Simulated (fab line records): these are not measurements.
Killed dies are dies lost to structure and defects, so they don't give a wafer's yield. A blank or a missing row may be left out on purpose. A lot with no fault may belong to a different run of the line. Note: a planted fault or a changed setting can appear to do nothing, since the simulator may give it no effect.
Split-lot experiment | flow n5Finfet | route with 1938 steps; 7 lots, 39 wafers read

== THE SPLIT ==
At N5_BEOL_M2_TRENCH_ETCH_37 (etches SiOC in C4F6/O2, target depth 55.555 nm, time 29.2 s), the setting targetDepthA was moved away from the recipe's 555.55 angstrom on 12 of the 39 wafers read, by -35.9% to +49.1%. All remaining wafers had this setting at the recipe value.

== FROM THE SPLIT TO THE READING: what the file shows between them, 8 steps ==
- N5_BEOL_M2_ETCH_41: etches SiCN in CH3F/O2, target depth 29.9 nm, time 52.5 s
- N5_BEOL_M2_STRIP_97: strips in N2/H2, time 10 s
- N5_BEOL_M2_OCD_MEAS_38
- N5_BEOL_M2_HM_STRIP_39: strips TiN in peroxide tin strip, target depth 25 nm, time 158 s
- N5_BEOL_M2_SRD_40: time 30 s
- N5_BEOL_M2_ECD_50: material Cu, target thk 300 nm
- N5_BEOL_M2_ANNEAL_51: time 90 s
- N5_BEOL_M2_CMP_52: polishes, stops on SiOC, t overpolish 6.8 s, target thk 40 nm

== THE READING ==
M2_THK, in nm, at N5_BEOL_M2_THK_MEAS_53 (measures by xrf). On this fab line, fault-free wafers typically give 39.6 nm with a standard deviation of 2 nm.

wafer  | tool, chamber at the split | targetDepthA as run, angstrom | against the recipe | M2_THK, nm | against lot-mates on the recipe
L078.1 | rieDiel-02, 3              | 555.55                        | recipe             | 36.6       | -
L078.2 | rieDiel-02, 2              | 555.55                        | recipe             | 37.5       | -
L078.3 | rieDiel-02, 0              | 555.55                        | recipe             | 40.8       | -
L078.4 | rieDiel-02, 1              | 555.55                        | recipe             | 41.5       | -
L078.5 | rieDiel-02, 3              | 555.55                        | recipe             | 39.4       | -
L078.6 | rieDiel-02, 0              | 555.55                        | recipe             | 40.2       | -
L080.1 | rieDiel-02, 0              | 555.55                        | recipe             | 40.5       | -
L080.2 | rieDiel-02, 2              | 555.55                        | recipe             | 34.6       | -
L080.3 | rieDiel-02, 3              | 555.55                        | recipe             | 41.6       | -
L080.4 | rieDiel-02, 1              | 555.55                        | recipe             | 42.3       | -
L080.5 | rieDiel-02, 2              | 555.55                        | recipe             | 38.0       | -
L080.6 | rieDiel-02, 3              | 555.55                        | recipe             | 41.3       | -
L081.1 | rieDiel-02, 1              | 555.55                        | recipe             | 40.4       | -
L081.2 | rieDiel-02, 0              | 356                           | -35.9%             | 20.9       | -20.3
L081.3 | rieDiel-02, 2              | 356                           | -35.9%             | 20.3       | -20.9
L081.4 | rieDiel-02, 3              | 555.55                        | recipe             | 41.2       | -
L081.5 | rieDiel-02, 2              | 356                           | -35.9%             | 18.1       | -23.1
L081.6 | rieDiel-02, 1              | 555.55                        | recipe             | 41.9       | -
L079.1 | rieDiel-02, 1              | 555.55                        | recipe             | 39.9       | -
L079.2 | rieDiel-02, 2              | 404.4                         | -27.2%             | 24.5       | -15.5
L079.3 | rieDiel-02, 0              | 404.4                         | -27.2%             | 25.5       | -14.5
L079.4 | rieDiel-02, 0              | 555.55                        | recipe             | 39.1       | -
L079.5 | rieDiel-02, 1              | 555.55                        | recipe             | 40.9       | -
L079.6 | rieDiel-02, 2              | 404.4                         | -27.2%             | 23.9       | -16.1
L083.1 | rieDiel-02, 3              | 555.55                        | recipe             | 40.7       | -
L083.2 | rieDiel-02, 1              | 555.55                        | recipe             | 40.9       | -
L083.6 | rieDiel-02, 3              | 555.55                        | recipe             | 41.7       | -
L096.1 | rieDiel-01, 1              | 555.55                        | recipe             | 38.9       | -
L096.2 | rieDiel-01, 2              | 828.5                         | +49.1%             | 67.4       | +26.7
L096.3 | rieDiel-01, 3              | 828.5                         | +49.1%             | 68.5       | +27.8
L096.4 | rieDiel-01, 0              | 555.55                        | recipe             | 41.3       | -
L096.5 | rieDiel-01, 3              | 828.5                         | +49.1%             | 67.3       | +26.6
L096.6 | rieDiel-01, 0              | 555.55                        | recipe             | 41.9       | -
L097.1 | rieDiel-01, 2              | 785.6                         | +41.4%             | 62.9       | +22.5
L097.2 | rieDiel-01, 0              | 555.55                        | recipe             | 40.9       | -
L097.3 | rieDiel-01, 3              | 555.55                        | recipe             | 39.9       | -
L097.4 | rieDiel-01, 1              | 785.6                         | +41.4%             | 59.3       | +18.9
L097.5 | rieDiel-01, 0              | 785.6                         | +41.4%             | 63.1       | +22.7
L097.6 | rieDiel-01, 3              | 555.55                        | recipe             | 40.4       | -

THE FIT
A straight line over all 39 wafers: M2_THK changes by +0.553 nm for each +1% of targetDepthA; r = +0.99; the points scatter about the line by 1.7 nm.
The same after taking each lot's own level away (the mean of its wafers on the recipe; 39 wafers): +0.553 nm for each +1%; r = +0.99; scatter 1.6 nm.
The reading moves by 27 nm for the largest change in targetDepthA, on that fit.
The lots' own levels span 39.33 to 41.17 nm, that is 0.9 times the standard deviation above.
Consequently the slope shifts little with the lot-to-lot level, the two slopes agreeing.
Check: with one of the wafers moved furthest among these (+49.1%) left out of the fit, the line predicts +26.9 nm for it against its lot-mates. Against them it came out at +26.7 nm.

== THE WHOLE CHAIN: every reading that the file lists as answering this split, in the file's order ==
step                      | what it does                                                  | reading                                                                         | change (the file's fit)                | r (the file's)
N5_BEOL_M2_TRENCH_ETCH_37 | etches SiOC in C4F6/O2, target depth 55.555 nm, time 29.2 s   | etch.depthNm (the simulator's own value, which no gauge read)                   | +0.562 nm for each +1% of the setting  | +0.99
N5_BEOL_M2_TRENCH_ETCH_37 | etches SiOC in C4F6/O2, target depth 55.555 nm, time 29.2 s   | BEOL_M2.featureDepthNm (the simulator's own value, which no gauge read)         | +0.561 nm for each +1% of the setting  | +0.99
N5_BEOL_M2_TRENCH_ETCH_37 | etches SiOC in C4F6/O2, target depth 55.555 nm, time 29.2 s   | TiN_of_BEOL_M2_HM_DEP_02.thkNm (the simulator's own value, which no gauge read) | -0.0248 nm for each +1% of the setting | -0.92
N5_BEOL_M2_OCD_MEAS_38    |                                                               | trenchDepthNm                                                                   | +0.562 nm for each +1% of the setting  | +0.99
N5_BEOL_M2_CMP_52         | polishes, stops on SiOC, t overpolish 6.8 s, target thk 40 nm | Cu_of_BEOL_M2_ECD_50.thkNm (the simulator's own value, which no gauge read)     | +0.551 nm for each +1% of the setting  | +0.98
N5_BEOL_M2_THK_MEAS_53    | measures by xrf                                               | M2_THK                                                                          | +0.552 for each +1% of the setting     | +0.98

== THE FILE'S OWN FIT ==
M2_THK changes by +0.552 nm for each +1% of targetDepthA, r = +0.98.
